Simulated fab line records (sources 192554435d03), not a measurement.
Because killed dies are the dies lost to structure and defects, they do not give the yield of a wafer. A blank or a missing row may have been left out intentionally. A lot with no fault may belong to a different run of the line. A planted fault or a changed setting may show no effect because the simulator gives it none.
Problem report, 8D (eight disciplines) form, completed by code / flow n5_finfet / the parts of the form that need people (team, actions taken, sign-off) are left out

1. PROBLEM STATEMENT
Mean of run_length_s at N5_BEOL_M7_ETCH_66: 166.0 s across 6 wafers in 2 lots; on wafers with no fault it is 143.2 s (standard deviation 0.48). That is +48 standard deviations from the usual mean.
The step: etches SOC in N2/H2, target depth 80 nm, overetch 16 nm, time 120 s.
First seen on wafer L698.3, day 13 15:06, on rie_diel-06. The record has a number at this step for 18 wafers belonging to 6 lots. Rule for "out", or "out of limits": more than 4 standard deviations from the usual mean. The other wafers with a number count as sound.

2. WHAT IT IS, AND WHAT IT ISN'T
question=which readings at this step | is=run_length_s | is not=bias_w, drypump_motor_current_A, oes_product_au, showerhead_plenum_p_Torr, throttle_valve_pct
question=which lots | is=L698, L699 | is not=L684, L689, L692, L702
question=which wafers of those lots | is=all that have a number | is not=-
question=read on which tools | is=rie_diel-06 | is not=rie_diel-04
question=when | is=from day 13 15:06 | is not=up to then (9 sound wafers); but 3 sound wafers of L702 came after

3. SUSPECTS, AND WHAT RULES EACH OUT
Counting: a tool at any process step up to the reading remains a suspect when it ran all the lots that are out and ran no sound lot after the first of those.
- rie_diel-06 at N5_BEOL_M7_DESCUM_33 (chemistry O2, time 7 s): kept. Every lot that is out went through it, starting with L698 (day 13 15:01), and after that it ran no sound lot; the last sound lot it ran before then is L689 (day 12 01:28).
- rie_diel-06 at N5_BEOL_M7_ETCH_72 (etches underlayer in N2/H2, target depth 6.5 nm, time 5.2 s): kept. Every lot that is out went through it, starting with L698 (day 13 15:04), and after that it ran no sound lot; the last sound lot it ran before then is L689 (day 12 01:30).
- rie_diel-06 at N5_BEOL_M7_ETCH_65 (etches SiARC in CF4, target depth 15.6 nm, time 26 s): kept. Every lot that is out went through it, starting with L698 (day 13 15:04), and after that it ran no sound lot; the last sound lot it ran before then is L689 (day 12 01:31).
- rie_diel-06 at N5_BEOL_M7_ETCH_66 (etches SOC in N2/H2, target depth 80 nm, overetch 16 nm, time 120 s): kept. Every lot that is out went through it, starting with L698 (day 13 15:06), and after that it ran no sound lot; the last sound lot it ran before then is L689 (day 12 01:33). Out on those wafers are its own readings of run_length_s.
Left after counting: rie_diel-06 at N5_BEOL_M7_DESCUM_33, rie_diel-06 at N5_BEOL_M7_ETCH_72, rie_diel-06 at N5_BEOL_M7_ETCH_65, rie_diel-06 at N5_BEOL_M7_ETCH_66.

4. THE CAUSE (what the simulator had put in)
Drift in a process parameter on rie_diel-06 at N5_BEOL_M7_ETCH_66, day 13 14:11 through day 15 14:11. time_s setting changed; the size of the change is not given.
This tool is one of the 4 suspects left after counting.

5. THE CHAIN OF EFFECTS, in route order
Rows list readings where the struck wafers' mean (over those with a number) sits beyond 3 standard deviations from the usual. Scope: only readings with a usual standard deviation given in the record; hours: median across lots of the time from each lot's start at the first step in this table that gives one to its start at this step; sigmas: change in usual standard deviations.
hours=0; step=N5_BEOL_M7_ETCH_66; reading=run_length_s; usual=143.2 s; on struck wafers=166.0; change=+22.8; sigmas=+48
The process steps in it:
- N5_BEOL_M7_ETCH_66: etches SOC in N2/H2, target depth 80 nm, overetch 16 nm, time 120 s.

6. HOW IT WOULD HAVE BEEN CAUGHT EARLIER
In this record the first reading out of limits was taken at day 13 15:06, 1 hour after the fault began at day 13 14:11.
